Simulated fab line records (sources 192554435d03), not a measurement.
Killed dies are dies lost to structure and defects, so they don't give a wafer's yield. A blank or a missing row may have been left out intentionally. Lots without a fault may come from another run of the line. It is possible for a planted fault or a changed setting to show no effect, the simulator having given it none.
fab line records | flow n5_finfet | part 2 of 2: steps 4 to 6 of 6
record: lots: 24 wafers: 72 last_day: 19
route steps=1938 shown BEOL_M2@883
lots untouched by any fault: they come from a run of this same line in which no faults occurred
start_h: start of the lot's first displayed wafer, in hours after the record's first day | wait_h: how many hours have passed since the lot's step before this one | " unchanged from the row above | L1.1+2: several wafers, shown together as one row | - no value, or no start was given | * or withheld: withheld | < > ~ a bound
route shown NAME@n: a module of which the file shows steps, and the number in the route of the first | usual: mean/standard deviation taken from wafers without a fault | same: alike in all rows | chamber/n: place in a boat | sites: each site's reading | _std_site: standard deviation of those values | _edge_site: inner sites' mean taken away from outer sites' mean | radius_mm: how far each site lies from the wafer's centre | mask NAME#n: copy n | behind: tool/chamber where the wafer was last shaped | hold: the reason the lot was held/the length of the hold in hours/how it ended | device: names the non-switching transistor (n, p or np) | end of line: tests run on the same wafers once the route is complete | for a step that has no rows: nothing shown but its recipe | killed: not the wafer's yield, but the dies lost to structure and defects at the first sort | map: a wafer's dies, x killed, . not, _ none there
set.NAME: the setting that was run; set.NAME@STEP: the one run at that earlier step | model.NAME: the simulator's own value behind a step, which no gauge read
a sample of lots followed through the steps of the route, with each step as a table and each wafer as a row
services: from which hour (start_h, from the record's first day; less than 0 if before it) a tool's chamber was out of use, for how many hours, and why
== steps ==
step: N5_BEOL_M2_SPUTTER_81
recipe: material: Cu target_thk_a: 45 temp_c: -20 chamber_pressure_pa: 0.07 power_w: withheld time_s: 8.29
usual: substrate_temp_c: -20.00/0.1 throttle_valve_pct: 30.2/0.72
columns lot.wafer tool chamber start_h wait_h substrate_temp_c throttle_valve_pct
L074.1 pvd_sputter-02 - 148.88 0.1 -20.01 29.8
L074.5 " - " " -19.84 31.4
L074.6 " - " " -20.06 29.9
L075.2 pvd_sputter-03 - 167.58 0.1 -19.89 29.3
L075.5 " - " " -20.04 29.1
L075.6 " - " " -20.12 29.6
L076.4 pvd_sputter-02 - 169.38 0.1 -20.09 31.4
L076.5 " - " " -20.05 29.8
L076.6 " - " " -19.99 31.6
L078.4 pvd_sputter-01 - 171.15 0.0 -19.90 31.1
L078.5 " - " " -19.78 30.7
L078.6 " - " " -20.08 29.5
L079.1 pvd_sputter-02 - 171.22 0.1 -20.15 31.5
L079.3 " - " " -20.04 29.9
L079.4 " - " " -20.08 30.9
L077.1 pvd_sputter-03 - 175.38 0.1 -20.10 30.3
L077.3 " - " " -19.75 29.2
L077.6 " - " " -20.12 29.9
L081.2 pvd_sputter-03 - 179.12 0.1 -20.22 29.5
L081.3 " - " " -19.97 29.8
L081.5 " - " " -19.95 29.7
L080.3 pvd_sputter-02 - 179.40 0.1 -20.05 32.1
L080.4 " - " " -19.83 30.0
L080.5 " - " " -19.90 29.9
L083.3 pvd_sputter-03 - 196.18 0.1 -19.90 29.8
L083.4 " - " " -20.00 29.8
L083.5 " - " " -20.05 29.4
L082.2 pvd_sputter-01 - 198.89 0.1 -20.06 29.3
L082.3 " - " " -20.22 30.8
L082.6 " - " " -19.99 29.9
L084.1 pvd_sputter-01 - 213.78 0.1 -20.11 30.0
L084.4 " - " " -20.07 30.8
L084.6 " - " " -20.15 31.0
L086.1 pvd_sputter-03 - 226.21 0.1 -19.98 29.6
L086.2 " - " " -20.18 30.1
L086.3 " - " " -19.86 29.8
L085.1 pvd_sputter-03 - 228.71 0.1 -20.06 29.7
L085.4 " - " " -20.09 30.4
L085.6 " - " " -19.93 30.3
L087.1 pvd_sputter-03 - 239.85 0.1 -19.99 30.5
L087.2 " - " " -20.19 29.2
L087.4 " - " " -19.97 29.9
L088.1 pvd_sputter-02 - 243.23 0.1 -20.14 29.7
L088.3 " - " " -20.07 29.9
L088.5 " - " " -19.99 29.8
L090.1 pvd_sputter-03 - 248.43 0.1 -19.95 30.2
L090.2 " - " " -20.27 30.0
L090.6 " - " " -20.07 29.8
L089.2 pvd_sputter-01 - 249.11 0.1 -20.03 29.0
L089.3 " - " " -19.91 30.1
L089.6 " - " " -19.90 29.5
L091.2 pvd_sputter-01 - 253.09 0.1 -20.08 29.9
L091.3 " - " " -20.00 30.9
L091.4 " - " " -20.03 29.2
L092.2 pvd_sputter-01 - 260.78 0.1 -20.07 29.8
L092.4 " - " " -19.96 30.9
L092.6 " - " " -20.05 29.7
L093.1 pvd_sputter-02 - 262.24 0.1 -19.90 31.8
L093.5 " - " " -19.89 29.8
L093.6 " - " " -19.97 31.8
L094.2 pvd_sputter-03 - 268.03 0.1 -20.12 30.2
L094.3 " - " " -20.11 29.3
L094.5 " - " " -20.02 29.8
L095.1 pvd_sputter-01 - 276.56 0.1 -20.16 29.3
L095.2 " - " " -19.97 31.1
L095.4 " - " " -20.10 31.0
L096.1 pvd_sputter-02 - 287.65 0.1 -19.86 30.4
L096.3 " - " " -19.83 29.9
L096.5 " - " " -20.00 29.7
L097.1 pvd_sputter-02 - 291.25 0.1 -20.08 31.7
L097.4 " - " " -20.05 29.5
L097.5 " - " " -19.92 30.7
step: N5_BEOL_M2_SPUTTER_92
recipe: material: Cu target_thk_a: 45 temp_c: -20 chamber_pressure_pa: 0.07 power_w: withheld time_s: 8.29
usual: substrate_temp_c: -19.99/0.1 throttle_valve_pct: 30.2/0.72
columns lot.wafer tool chamber start_h wait_h substrate_temp_c throttle_valve_pct
L074.1 pvd_sputter-02 - 149.76 0.1 -19.70 29.9
L074.5 " - " " -20.14 31.4
L074.6 " - " " -19.96 29.8
L075.2 pvd_sputter-03 - 168.46 0.1 -19.84 29.2
L075.5 " - " " -19.95 29.2
L075.6 " - " " -20.02 29.8
L076.4 pvd_sputter-02 - 170.26 0.1 -20.22 31.8
L076.5 " - " " -20.12 30.1
L076.6 " - " " -20.16 31.6
L079.1 pvd_sputter-02 - 172.10 0.1 -20.07 31.5
L079.3 " - " " -19.96 29.9
L079.4 " - " " -20.11 30.3
L078.4 pvd_sputter-01 - 172.14 0.0 -19.95 31.1
L078.5 " - " " -20.02 31.0
L078.6 " - " " -19.96 29.3
L077.1 pvd_sputter-03 - 176.26 0.1 -19.89 30.3
L077.3 " - " " -20.16 29.1
L077.6 " - " " -19.83 30.2
L081.2 pvd_sputter-03 - 180.00 0.1 -20.01 29.2
L081.3 " - " " -19.83 30.0
L081.5 " - " " -19.91 29.8
L080.3 pvd_sputter-02 - 180.28 0.1 -19.96 31.4
L080.4 " - " " -20.07 29.9
L080.5 " - " " -20.11 29.9
L083.3 pvd_sputter-03 - 197.06 0.1 -20.07 30.0
L083.4 " - " " -19.91 29.7
L083.5 " - " " -19.96 29.2
L082.2 pvd_sputter-01 - 200.01 0.1 -20.22 29.3
L082.3 " - " " -20.09 30.8
L082.6 " - " " -19.92 29.9
L084.1 pvd_sputter-01 - 214.77 0.1 -20.06 30.1
L084.4 " - " " -20.19 30.7
L084.6 " - " " -19.99 30.9
L086.1 pvd_sputter-03 - 227.09 0.1 -19.82 29.7
L086.2 " - " " -20.08 30.4
L086.3 " - " " -19.88 29.8
L085.1 pvd_sputter-03 - 229.59 0.1 -19.99 29.5
L085.4 " - " " -19.94 30.3
L085.6 " - " " -19.88 30.6
L087.1 pvd_sputter-03 - 240.73 0.1 -19.84 30.3
L087.2 " - " " -20.04 29.1
L087.4 " - " " -20.00 29.8
L088.1 pvd_sputter-02 - 244.11 0.1 -19.98 29.7
L088.3 " - " " -19.85 29.8
L088.5 " - " " -19.90 29.9
L090.1 pvd_sputter-03 - 249.31 0.1 -19.91 29.9
L090.2 " - " " -20.01 30.3
L090.6 " - " " -19.94 29.4
L089.2 pvd_sputter-01 - 250.10 0.1 -19.81 29.2
L089.3 " - " " -20.14 30.0
L089.6 " - " " -19.92 29.5
L091.2 pvd_sputter-01 - 254.08 0.1 -19.75 29.7
L091.3 " - " " -19.97 30.7
L091.4 " - " " -19.94 29.4
L092.2 pvd_sputter-01 - 261.77 0.1 -20.18 30.3
L092.4 " - " " -19.95 30.8
L092.6 " - " " -20.05 29.9
L093.1 pvd_sputter-02 - 263.12 0.1 -20.02 31.5
L093.5 " - " " -20.13 30.1
L093.6 " - " " -19.97 31.4
L094.2 pvd_sputter-03 - 268.91 0.1 -19.85 30.2
L094.3 " - " " -20.05 29.5
L094.5 " - " " -19.98 29.5
L095.1 pvd_sputter-01 - 277.55 0.1 -19.97 29.3
L095.2 " - " " -19.95 31.2
L095.4 " - " " -19.93 30.9
L096.1 pvd_sputter-02 - 288.53 0.1 -19.92 30.8
L096.3 " - " " -20.11 29.9
L096.5 " - " " -20.08 29.5
L097.1 pvd_sputter-02 - 292.13 0.1 -19.91 31.7
L097.4 " - " " -20.20 30.0
L097.5 " - " " -19.94 30.5
step: N5_BEOL_M2_CO_CAP_55
recipe: material: Co target_thk_a: 20 temp_c: 200 precursor: CCTBA/H2 pressure_torr: 30 time_s: 102.1
usual: heater_power_w: 228/20
columns lot.wafer tool chamber start_h wait_h heater_power_w
L074.1 cvd_co-02 1 151.06 0.0 226
L074.5 " 1 " " 230
L074.6 " 0 " " 206
L075.2 cvd_co-01 0 169.76 0.0 241
L075.5 " 0 " " 239
L075.6 " 2 " " 230
L076.4 cvd_co-01 1 171.75 0.0 205
L076.5 " 2 " " 228
L076.6 " 0 " " 241
L079.1 cvd_co-02 2 173.75 0.0 254
L079.3 " 0 " " 199
L079.4 " 1 " " 232
L078.4 cvd_co-01 2 173.97 0.0 226
L078.5 " 1 " " 212
L078.6 " 0 " " 233
L077.1 cvd_co-02 1 177.57 0.0 230
L077.3 " 2 " " 259
L077.6 " 1 " " 230
L081.2 cvd_co-02 2 181.31 0.0 263
L081.3 " 0 " " 200
L081.5 " 2 " " 258
L080.3 cvd_co-02 2 183.03 0.0 258
L080.4 " 0 " " 199
L080.5 " 1 " " 235
L083.3 cvd_co-01 1 198.38 0.0 210
L083.4 " 2 " " 233
L083.5 " 0 " " 238
L082.2 cvd_co-01 2 201.45 0.0 239
L082.3 " 0 " " 245
L082.6 " 2 " " 243
L084.1 cvd_co-01 2 216.41 0.0 226
L084.4 " 1 " " 200
L084.6 " 0 " " 232
L086.1 cvd_co-01 1 228.39 0.0 204
L086.2 " 0 " " 242
L086.3 " 2 " " 233
L085.1 cvd_co-01 2 231.02 0.0 229
L085.4 " 0 " " 244
L085.6 " 1 " " 202
L087.1 cvd_co-02 2 242.06 0.0 254
L087.2 " 0 " " 200
L087.4 " 0 " " 203
L088.1 cvd_co-02 0 245.43 0.0 198
L088.3 " 2 " " 263
L088.5 " 1 " " 229
L090.1 cvd_co-01 2 250.61 0.0 231
L090.2 " 1 " " 207
L090.6 " 0 " " 240
L089.2 cvd_co-01 1 251.52 0.0 205
L089.3 " 2 " " 228
L089.6 " 0 " " 240
L091.2 cvd_co-02 1 255.45 0.0 223
L091.3 " 0 " " 195
L091.4 " 0 " " 197
L092.2 cvd_co-02 1 263.14 0.0 235
L092.4 " 0 " " 202
L092.6 " 2 " " 259
L093.1 cvd_co-01 1 264.42 0.0 209
L093.5 " 2 " " 235
L093.6 " 0 " " 239
L094.2 cvd_co-01 2 270.26 0.0 233
L094.3 " 1 " " 206
L094.5 " 0 " " 235
L095.1 cvd_co-02 1 279.10 0.0 234
L095.2 " 0 " " 200
L095.4 " 1 " " 236
L096.1 cvd_co-02 1 289.84 0.0 235
L096.3 " 0 " " 202
L096.5 " 0 " " 200
L097.1 cvd_co-02 0 293.44 0.0 202
L097.4 " 2 " " 260
L097.5 " 1 " " 237
== services ==
columns tool chamber start_h hours kind
rie_diel-05 1 121.32 1.8 repair
ald_metal-02 - 136.53 2.8 pm
rie_diel-06 2 144.60 - clean
rie_diel-06 2 144.60 - consumable_replace:focus_ring
rie_diel-06 2 144.60 14.3 scheduled_down
pvd_sputter-02 - 146.23 1.1 repair
rie_diel-06 1 173.12 2.4 repair
rie_diel-06 0 174.16 8.3 repair
rie_diel-02 3 177.94 - clean
rie_diel-02 3 177.94 - consumable_replace:focus_ring
rie_diel-02 3 177.94 17.6 scheduled_down
rie_diel-02 3 177.94 17.6 vent_cycle
cvd_co-01 - 180.76 4.3 pm
ald_metal-03 2 203.26 5.1 repair
rie_diel-05 3 211.18 8.2 repair
rie_diel-05 1 231.51 7.3 repair
ald_metal-03 2 240.58 5.5 repair
rie_diel-02 0 271.52 9.9 repair
cvd_co-01 - 274.33 0.4 repair
rie_diel-02 0 281.47 - clean
rie_diel-02 0 281.47 - consumable_replace:focus_ring
rie_diel-02 0 281.47 15.5 scheduled_down
rie_diel-02 0 281.47 15.5 vent_cycle
rie_diel-02 3 287.60 16.7 repair
